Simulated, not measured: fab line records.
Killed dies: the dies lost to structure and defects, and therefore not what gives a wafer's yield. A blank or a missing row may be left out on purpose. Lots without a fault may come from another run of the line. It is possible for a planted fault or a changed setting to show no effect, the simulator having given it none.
Matching of chambers || flow nand-harc || 4 sister chambers for NHARC_A_WL_FILL_ALD_00 on ald-hk-04
The step deposits Al2O3, target thk 3 nm, pulse time 3 s, ald cycles 30. 8 wafers are shown with their chamber, then 9 later ones without.

== WAFERS PAIRED WITH THEIR CHAMBERS ==
{"wafer": "L079.3", "chamber": 0, "heater-power-w (W)": 480, "precursor-pulse-height-rel": 0.989}
{"wafer": "L082.6", "chamber": 1, "heater-power-w (W)": 440, "precursor-pulse-height-rel": 1.040}
{"wafer": "L081.1", "chamber": 3, "heater-power-w (W)": 411, "precursor-pulse-height-rel": 1.020}
{"wafer": "L081.2", "chamber": 2, "heater-power-w (W)": 485, "precursor-pulse-height-rel": 1.010}
{"wafer": "L081.3", "chamber": 1, "heater-power-w (W)": 442, "precursor-pulse-height-rel": 1.001}
{"wafer": "L086.1", "chamber": 3, "heater-power-w (W)": 413, "precursor-pulse-height-rel": 0.978}
{"wafer": "L086.2", "chamber": 0, "heater-power-w (W)": 503, "precursor-pulse-height-rel": 0.990}
{"wafer": "L086.6", "chamber": 2, "heater-power-w (W)": 481, "precursor-pulse-height-rel": 0.975}

== WAFERS WITH NO CHAMBER GIVEN ==
{"wafer": "L089.2", "heater-power-w (W)": 503, "precursor-pulse-height-rel": 1.031}
{"wafer": "L089.3", "heater-power-w (W)": 442, "precursor-pulse-height-rel": 1.019}
{"wafer": "L089.6", "heater-power-w (W)": 503, "precursor-pulse-height-rel": 0.972}
{"wafer": "L093.1", "heater-power-w (W)": 396, "precursor-pulse-height-rel": 1.007}
{"wafer": "L093.4", "heater-power-w (W)": 411, "precursor-pulse-height-rel": 0.997}
{"wafer": "L093.5", "heater-power-w (W)": 489, "precursor-pulse-height-rel": 1.032}
{"wafer": "L094.1", "heater-power-w (W)": 467, "precursor-pulse-height-rel": 1.001}
{"wafer": "L094.3", "heater-power-w (W)": 482, "precursor-pulse-height-rel": 1.041}
{"wafer": "L094.5", "heater-power-w (W)": 408, "precursor-pulse-height-rel": 0.999}

== CHAMBER TAKEN BY EACH ==
{"wafer": "L089.2", "from the rows above": "can't be placed: 0 or 2", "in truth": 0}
{"wafer": "L089.3", "from the rows above": 1, "in truth": 1}
{"wafer": "L089.6", "from the rows above": "can't be placed: 0 or 2", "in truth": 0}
{"wafer": "L093.1", "from the rows above": 3, "in truth": 3}
{"wafer": "L093.4", "from the rows above": 3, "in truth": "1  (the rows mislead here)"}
{"wafer": "L093.5", "from the rows above": "can't be placed: 2 or 0", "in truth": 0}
{"wafer": "L094.1", "from the rows above": "can't be placed: 2 or 0 or 1", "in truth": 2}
{"wafer": "L094.3", "from the rows above": "can't be placed: 2 or 0", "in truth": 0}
{"wafer": "L094.5", "from the rows above": 3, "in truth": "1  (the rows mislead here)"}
Correct placement for 2 of the 9. Not placeable from these rows: 5 (in 5, the candidates include the true chamber). Number placed wrongly: 2.
How it was worked out, from the rows above alone: a wafer's distance from a chamber is the root of the sum, over the readings, of the square of ((its reading less the chamber's mean) divided by the reading's scatter). The wafer belongs to the nearest chamber; if the next one is less than 2 further off, it can't be placed. Each chamber's mean is taken over the wafers shown for it. The scatter: the root of (the sum of the squares of (reading less its chamber's mean) over the shown wafers, divided by (wafers less chambers)).
